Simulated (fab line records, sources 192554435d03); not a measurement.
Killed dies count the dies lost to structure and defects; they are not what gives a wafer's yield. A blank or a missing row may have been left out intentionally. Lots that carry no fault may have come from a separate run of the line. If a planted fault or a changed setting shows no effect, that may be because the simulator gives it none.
Chamber matching ; flow n5Finfet ; N5_BEOL_M5_CO_CAP_78 on cvdCo-02: 3 sister chambers
The step material Co, precursor CCTBA/H2, target thk 2 nm, time 102.1 s. 6 wafers are shown with their chamber, then 10 later ones without.

## WAFERS, EACH WITH ITS CHAMBER
wafer;chamber;heaterPowerW (W)
L086.5;0;251
L089.6;0;249
L088.2;2;293
L088.4;1;240
L090.1;1;242
L090.5;2;294

## WAFERS MISSING THEIR CHAMBER
wafer;heaterPowerW (W)
L090.6;245
L094.1;247
L094.3;249
L094.4;248
L091.1;236
L091.2;257
L091.4;239
L096.2;246
L096.4;245
L096.6;251

## CHAMBER TAKEN BY EACH
wafer;from the rows above;in truth
L090.6;can't be placed: 1 or 0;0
L094.1;0;0
L094.3;0;0
L094.4;0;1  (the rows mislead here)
L091.1;1;1
L091.2;0;0
L091.4;1;1
L096.2;can't be placed: 0 or 1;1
L096.4;can't be placed: 1 or 0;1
L096.6;0;0
Placed correctly: 6 of 10. Not placeable from these rows: 3 (in 3, the candidates include the true chamber). Placed wrongly: 1.
How it was worked out, from the rows above alone: a wafer's distance from a chamber is the root of the sum, over the readings, of the square of ((its reading less the chamber's mean) divided by the reading's scatter). The wafer belongs to the nearest chamber; if the next one is less than 2 further off, it can't be placed. Each chamber's mean is taken over the wafers shown for it. The scatter: the root of (the sum of the squares of (reading less its chamber's mean) over the shown wafers, divided by (wafers less chambers)).
